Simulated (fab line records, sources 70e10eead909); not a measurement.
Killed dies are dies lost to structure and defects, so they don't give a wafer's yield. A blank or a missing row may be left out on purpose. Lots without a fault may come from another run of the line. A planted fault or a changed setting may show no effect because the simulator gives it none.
Which tool did it? | flow nand_harc | 6 lots, 18 wafers sampled, at 3 steps of a route of 1302

WHAT THE GAUGES READ, wafer by wafer
NHARC_A_BONDPAD_THK_MEAS_20: measures by xrf.
lot  | measured     | on            | thk_nm (nm)
L892 | day 24 00:02 | film_metro-01 | 168.8 168.0 169.0
L895 | day 25 19:02 | film_metro-01 | 167.1 171.4 166.8
L897 | day 26 17:33 | film_metro-01 | 169.5 169.8 168.8
L899 | day 27 05:23 | film_metro-01 | 171.1 172.0 171.9
L907 | day 29 11:04 | film_metro-02 | 170.3 172.1 167.5
L911 | day 31 12:42 | film_metro-01 | 167.3 169.0 166.9

WHICH TOOL RAN EACH LOT (tool, then ch and the chambers of the sampled wafers, then the start)
lot  | NHARC_P_CONTACT_STRIP_28           | NHARC_A_BONDPAD_ETCH_34
L892 | rie_diel-11 ch 0,1,2, day 6 19:52  | rie_diel-01 ch 0,2, day 23 21:46
L895 | rie_diel-08 ch 0,3, day 8 06:48    | rie_diel-06 ch 1,3, day 25 16:47
L897 | rie_diel-11 ch 0,1,2, day 8 23:58  | rie_diel-01 ch 1,3, day 26 15:16
L899 | rie_diel-06 ch 0,2,3, day 9 21:08  | rie_diel-06 ch 0,1, day 27 03:02
L907 | rie_diel-11 ch 1,2, day 13 00:10   | rie_diel-06 ch 0,2,3, day 29 08:46
L911 | rie_diel-11 ch 0,2,3, day 14 15:54 | rie_diel-06 ch 1,2, day 31 10:27
- NHARC_P_CONTACT_STRIP_28: strips in O2.
- NHARC_A_BONDPAD_ETCH_34: etches the open film in N2/H2, target depth 60 nm, overetch 18 nm, time 65.91 s.

THE ANSWER, worked out from the rows above alone
Rule: what is usual is taken from the lots themselves. Put in order of their means at a reading, lots are off if they are a third of the lots or fewer, leave a main group of 4 or more, and stand apart from it by a gap of 3 or more times the standard deviation of the main group's means; of several such gaps the widest counts. A main group whose means are all the same, to the digits that the tables above print for the reading, isn't used. A lot without any number at a reading at which 4 lots or more have one is off too. The other lots that the step has rows for count as sound.
No lot is off at any reading shown: from this, nothing can be told.

WHAT THE SIMULATOR HAD PUT IN
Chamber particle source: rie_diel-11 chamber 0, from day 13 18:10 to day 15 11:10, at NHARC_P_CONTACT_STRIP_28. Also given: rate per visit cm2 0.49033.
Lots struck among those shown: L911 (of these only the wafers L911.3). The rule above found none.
